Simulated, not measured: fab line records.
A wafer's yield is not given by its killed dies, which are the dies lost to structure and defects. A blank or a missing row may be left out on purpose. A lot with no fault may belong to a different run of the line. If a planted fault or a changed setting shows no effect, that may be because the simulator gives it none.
Comparing a struck lot with a sound one + flow n5_finfet + 20 steps out of a route of 1938
Sound: the wafers L861.2, L861.4, L861.5. Struck: wafers L871.3, L871.6. (L871.4 of the same lot was not struck and is left out.) The cause comes at the end.
Per side, at each step with rows, come the tool, then ch with its chambers, and then its first start. Under that, the readings that differ: sound wafers + struck wafers + difference of the means + sigmas: that difference in standard deviations of wafers without a fault.
alike: words and numbers the same on both sides, and readings whose means are apart by under 2 such deviations; not compared: readings that were withheld, readings missing a value for some wafer, numbers with overlapping values and no deviation given by the record, and bounds like >300 which may hide the same value.
The two part at a step that has a row with sigmas, a row that says differs or no value, or rows on one side only. Numbers that don't overlap but have no deviation are shown without sigmas and don't part them. A reading that every wafer of one side lacks parts them only if that side has two wafers or more.

first, 1 step without rows for these wafers: N5_BEOL_M10_TRENCH_ETCH_37 (etches SiCOH lowk in C4F6/O2, target depth 148.83 nm, time 48 s).
N5_BEOL_M10_ETCH_41: etches SiCN in CH3F/O2, target depth 42.6 nm, time 86 s.
  sound: rie_diel-03 ch 0,2; struck: rie_diel-04 ch 0,1
| reading                     | sound       | struck  | difference | sigmas |
|-----------------------------|-------------|---------|------------|--------|
| drypump_motor_current_A (A) | 5.2 5.3 5.2 | 6.0 6.1 | +0.8       | +2     |
  alike: oes_product_au, rf_vpp_V, showerhead_plenum_p_Torr, throttle_valve_pct
  not compared: rf_hours_counter_h
then, 1 step without rows for these wafers: N5_BEOL_M10_STRIP_77 (strips in N2/H2, time 10 s).
N5_BEOL_M10_OCD_MEAS_38:
  sound on ocd-01 at day 10 15:27; struck on ocd-02 at day 13 09:07
  alike: trench_depth_nm
then, 4 steps without rows for these wafers: N5_BEOL_M10_HM_STRIP_39 (strips TiN in peroxide tin strip, target depth 25 nm, time 158 s); N5_BEOL_M10_SRD_40 (time 30 s); N5_BEOL_M10_PRECLEAN_42 (cleans in residue remover, time 60 s); N5_BEOL_M10_SRD_43 (time 30 s).
N5_BEOL_M10_CD_MEAS_35 targets a cd of 70 nm.
  sound on cd_sem-03 at day 10 15:36; struck on cd_sem-03 at day 13 09:16
  alike: cd_nm
N5_BEOL_M10_CURE_72: cures SiCOH lowk, time 120 s.
  sound on uv_cure-03 ch 0, day 10 15:41; struck on uv_cure-03 ch 0, day 13 09:24
| reading            | sound             | struck      | difference | sigmas |
|--------------------|-------------------|-------------|------------|--------|
| lamp_power_pct (%) | 52.33 52.36 52.45 | 52.28 52.22 | -0.13      | -2     |
  alike: wafer_temp_C_max
N5_BEOL_M10_DEGAS_44: time 60 s.
  sound on pvd_sputter-01 at day 10 16:02; struck on pvd_sputter-03 at day 13 09:52
  alike: heater_power_w
N5_BEOL_M10_PRE_CLEAN_45: time 30 s.
  sound on pvd_sputter-01 at day 10 16:04; struck on pvd_sputter-03 at day 13 09:55
  alike: heater_power_w
N5_BEOL_M10_ALD_74: deposits TaN, target thk 2 nm, pulse time 2 s, purge time 3 s.
  sound on ald_metal-03 ch 0,2, day 10 16:08; struck on ald_metal-01 ch 2, day 13 09:58
| reading                                  | sound    | struck  | difference | sigmas |
|------------------------------------------|----------|---------|------------|--------|
| ald_cycles                               | 40 40 40 | 63 63   | +23        |        |
| model.TaN_of_BEOL_M10_ALD_74.thk_nm (nm) | 2 2 2    | 3.2 3.2 | +1.2       |        |
  alike: heater_power_w, precursor_vessel_temp_c
then, 4 steps without rows for these wafers: N5_BEOL_M10_SURFACE_TREAT_76; N5_BEOL_M10_CVD_75 (deposits Co from CCTBA/H2, target thk 2 nm, time 138.9 s); N5_BEOL_M10_SPUTTER_48 (material Cu, target thk 12 nm, time 2 s); N5_BEOL_M10_ECD_50 (material Cu, target thk 318 nm).
N5_BEOL_M10_ANNEAL_51: time 90 s.
  sound on rtp_anneal-01 ch 0, day 10 16:59; struck on rtp_anneal-02 ch 0, day 13 11:17
  alike: wafer_temp_C_max
N5_BEOL_M10_CMP_52: polishes, stops on SiCOH lowk, t overpolish 7 s, target thk 140 nm.
  sound on cmp-02 ch 0,1,3, day 10 17:19; struck on cmp-01 ch 1,2, day 13 11:29
| reading                      | sound                | struck        | difference | sigmas |
|------------------------------|----------------------|---------------|------------|--------|
| barrier_field_endpoint_s (s) | 27.0 29.1 28.7       | 31.1 30.7     | +2.6       | +4     |
| head_pressure_psi (psi)      | 0.9973 0.9970 0.9980 | 1.0042 1.0000 | +0.0047    | +2     |
  alike: clearing_platen_down_force_psi, motor_current_A, retaining_ring_pressure_frac, slurry_filter_dp_kPa, slurry_flow_ml_min
N5_BEOL_M10_THK_MEAS_53: measures by xrf.
  sound on film_metro-01 at day 10 17:32; struck on film_metro-01 at day 13 11:47
  alike: M10_THK

== WHERE THEY PART ==
First at N5_BEOL_M10_ETCH_41; last, within this record, at N5_BEOL_M10_CMP_52. Later steps at which nothing parts them and some readings are alike: N5_BEOL_M10_THK_MEAS_53.

WHY: what the simulator had put in
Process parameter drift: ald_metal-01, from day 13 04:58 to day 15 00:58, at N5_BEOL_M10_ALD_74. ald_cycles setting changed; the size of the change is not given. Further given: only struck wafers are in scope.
